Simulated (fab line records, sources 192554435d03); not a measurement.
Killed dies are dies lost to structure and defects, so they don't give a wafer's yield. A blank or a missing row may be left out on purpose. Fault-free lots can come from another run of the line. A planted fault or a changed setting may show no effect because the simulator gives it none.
A single fault, viewed from 2 desks    flow n5 finfet    numbers are kept per desk, each desk with only its own; the story behind them comes last

## TOOL OWNER'S DESK, ald hk-03
The tool's own readings at N5_HKMG_FIN_ALD_74 (deposits La2O3, target thk 0.5 nm, pulse time 6 s, co reactant pulse time 1 s): means of the sampled wafers that have a number, for each lot that ran on this tool. Marked OUT: a lot whose mean sits more than 4 standard deviations from the usual mean, which makes it out of limits; the brackets give that distance.
Columns: A = heater power w at N5_HKMG_FIN_ALD_74, usual 350 W; B = precursor pulse height rel at N5_HKMG_FIN_ALD_74, usual 0.999
lot   first seen here  A    B
L358  day 4 05:14      337  1.000
L359  day 4 08:53      343  1.023
L360  day 4 13:38      346  1.018
L361  day 4 18:50      296  0.995
L376  day 8 13:52      352  0.993
L381  day 9 17:31      329  0.989
Result from this desk: across the 6 lots, nothing is out of limits.

## THE METROLOGY DESK
What the gauges read, lot by lot, whatever tool the lot ran on: means of the sampled wafers that have a number. Marked OUT: a lot whose mean sits more than 4 standard deviations from the usual mean, which makes it out of limits; the brackets give that distance. Of its 15 readings 7 are shown: the one that was out of limits first, and those that lie furthest out on some lot.
Columns: A = IOFF_P at N5_BEOL_M4_RC_MEAS_101, usual 0.21 nA/um; B = IOFF_P_85C at N5_BEOL_M4_RC_MEAS_101, usual 3.7 nA/um; C = IOFF_P_LIN at N5_BEOL_M4_RC_MEAS_101, usual 0.102 nA/um; D = IOFF_P_LONG at N5_BEOL_M4_RC_MEAS_101, usual 0.000108 nA/um; E = VT_N_LVT at N5_BEOL_M4_RC_MEAS_101, usual 99 mV; F = VT_P at N5_BEOL_M4_RC_MEAS_101, usual -250 mV; G = VT_P_LONG at N5_BEOL_M4_RC_MEAS_101, usual -275 mV
lot   first seen here  A                B               C                 D                   E               F                G
L358  day 7 14:54      0.20             3.4             0.097             0.000109            102             -252             -275
L359  day 8 06:20      0.19             3.4             0.093             0.000104            100             -251             -276
L360  day 8 08:42      0.46 (+6.6) OUT  6.7 (+5.6) OUT  0.229 (+8.5) OUT  0.000251 (+12) OUT  121 (+7.1) OUT  -230 (+5.4) OUT  -253 (+5.8) OUT
L361  day 8 09:32      0.49 (+7.5) OUT  7.5 (+6.9) OUT  0.243 (+9.4) OUT  0.000233 (+10) OUT  120 (+6.9) OUT  -228 (+5.7) OUT  -254 (+5.4) OUT
L370  day 11 05:29     0.16             2.9             0.083             0.000101            102             -254             -277
L374  day 12 02:38     0.19             3.3             0.094             0.000110            103             -251             -272
L375  day 12 05:31     0.19             3.4             0.090             0.000088            99              -254             -280
L376  day 12 10:04     0.23             4.0             0.110             0.000111            94              -248             -273
L377  day 12 12:51     0.23             4.1             0.106             0.000095            96              -249             -276
L378  day 12 17:18     0.28             4.7             0.132             0.000128            96              -242             -269
L381  day 14 09:27     0.23             4.0             0.109             0.000119            96              -247             -272
Per this desk, out of limits: L360, L361; the first was L360, day 8 08:42 (IOFF_P at N5_BEOL_M4_RC_MEAS_101). L358, L359, L370, L374, L375, L376, L377, L378, L381: within limits.

## TAKEN TOGETHER
On L360, L361, the metrology desk was in a position to raise an alarm at day 8 08:42.
Nothing out of limits was seen by the tool owner's desk.
On record at the tool owner's desk: L360, L361, within its limits.
On ald hk-03, each named lot ran N5_HKMG_FIN_ALD_74.

## WHAT THE SIMULATOR HAD INSERTED
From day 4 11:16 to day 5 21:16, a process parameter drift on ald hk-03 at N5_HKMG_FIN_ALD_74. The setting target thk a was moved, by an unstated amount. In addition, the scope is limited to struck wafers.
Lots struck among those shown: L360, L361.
Delay in hours, fault start to first out-of-limits reading, per desk: metrology desk 93.
